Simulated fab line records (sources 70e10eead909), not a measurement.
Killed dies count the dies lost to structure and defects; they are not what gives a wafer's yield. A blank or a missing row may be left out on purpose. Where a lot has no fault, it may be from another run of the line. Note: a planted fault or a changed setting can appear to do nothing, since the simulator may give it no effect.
Which tool is to blame? + flow nand harc + 39 wafers from 13 lots sampled at 2 of the route's 1159 steps

WHAT EACH GAUGE READ, for each wafer
NHARC_A_WL_FILL_INSPECT_15. Usual: 427 for raw defect count, sd 130.
| lot  | measured     | on                | raw defect count | flag |
|------|--------------|-------------------|------------------|------|
| L350 | day 16 05:22 | defect inspect-02 | 303 420 377      |      |
| L354 | day 16 17:17 | defect inspect-01 | 369 311 398      |      |
| L353 | day 16 17:11 | defect inspect-01 | 321 412 338      |      |
| L352 | day 16 22:40 | defect inspect-01 | 228 336 368      |      |
| L355 | day 17 10:39 | defect inspect-01 | 435 395 448      |      |
| L363 | day 19 01:11 | defect inspect-02 | 346 427 354      |      |
| L366 | day 20 01:47 | defect inspect-01 | 303 364 632      |      |
| L369 | day 20 07:18 | defect inspect-02 | 682 422 543      |      |
| L368 | day 20 11:35 | defect inspect-01 | 615 655 926      |      |
| L370 | day 20 15:57 | defect inspect-02 | 436 361 494      |      |
| L371 | day 20 15:01 | defect inspect-02 | 251 362 463      |      |
| L373 | day 21 08:40 | defect inspect-02 | 474 388 769      |      |
| L372 | day 21 17:53 | defect inspect-01 | 311 370 444      |      |

WHICH TOOL RAN EACH LOT (tool, then ch and the chambers of the sampled wafers, then the start)
| lot  | NHARC_A_WL_FILL_ETCHBACK_17       |
|------|-----------------------------------|
| L350 | rie metal-03 ch 0,1, day 15 14:07 |
| L354 | rie metal-02 ch 0,1, day 16 03:28 |
| L353 | rie metal-03 ch 0,1, day 16 03:38 |
| L352 | rie metal-03 ch 0, day 16 08:06   |
| L355 | rie metal-01 ch 0,1, day 16 20:02 |
| L363 | rie metal-02 ch 0,1, day 18 13:43 |
| L366 | rie metal-01 ch 1, day 19 11:54   |
| L369 | rie metal-01 ch 1, day 19 18:00   |
| L368 | rie metal-01 ch 1, day 19 23:49   |
| L370 | rie metal-01 ch 0,1, day 20 03:14 |
| L371 | rie metal-01 ch 0,1, day 20 03:22 |
| L373 | rie metal-02 ch 0,1, day 20 20:31 |
| L372 | rie metal-02 ch 0,1, day 21 06:05 |
- NHARC_A_WL_FILL_ETCHBACK_17: etches the open film in Cl2/BCl3, target depth 4 nm, time 26.7 s.

WHAT THE TOOLS THEMSELVES READ (means of the sampled wafers that have a number; where no wafer has one, the mark that the record gives instead)
NHARC_A_WL_FILL_ETCHBACK_17. Usual: drypump motor current A 5.4 A, standard deviation 0.34; oes product au 0.999 a.u., standard deviation 0.012.
| lot  | tool         | drypump motor current A (A) | oes product au (a.u.) | flag |
|------|--------------|-----------------------------|-----------------------|------|
| L350 | rie metal-03 | 5.4                         | 1.011                 |      |
| L354 | rie metal-02 | 5.1                         | 0.984                 |      |
| L353 | rie metal-03 | 5.3                         | 1.010                 |      |
| L352 | rie metal-03 | 5.5                         | 1.006                 |      |
| L355 | rie metal-01 | 5.5                         | 1.007                 |      |
| L363 | rie metal-02 | 5.4                         | 0.979                 |      |
| L366 | rie metal-01 | 5.7                         | 1.008                 |      |
| L369 | rie metal-01 | 5.7                         | 1.007                 |      |
| L368 | rie metal-01 | 5.7                         | 1.006                 |      |
| L370 | rie metal-01 | 5.6                         | 1.006                 |      |
| L371 | rie metal-01 | 5.7                         | 1.005                 |      |
| L373 | rie metal-02 | 5.1                         | 0.985                 |      |
| L372 | rie metal-02 | 5.4                         | 0.983                 |      |

THE ANSWER, worked out from the rows above alone
Rule: a lot counts as off when the mean over its wafers that have a number is more than 3 standard deviations away from the usual mean. A lot without any number at a reading at which 4 lots or more have one is off too. All remaining lots with rows at the step are treated as sound. First the gauges in route order, then the tools' own readings, where a lot's mean is used as printed above. At the first step where some lot is off, the reading lying furthest off is the one used; lots without a number count as furthest.
Nothing can be told from this: no lot is off at any reading shown.

WHAT WAS PUT IN BY THE SIMULATOR
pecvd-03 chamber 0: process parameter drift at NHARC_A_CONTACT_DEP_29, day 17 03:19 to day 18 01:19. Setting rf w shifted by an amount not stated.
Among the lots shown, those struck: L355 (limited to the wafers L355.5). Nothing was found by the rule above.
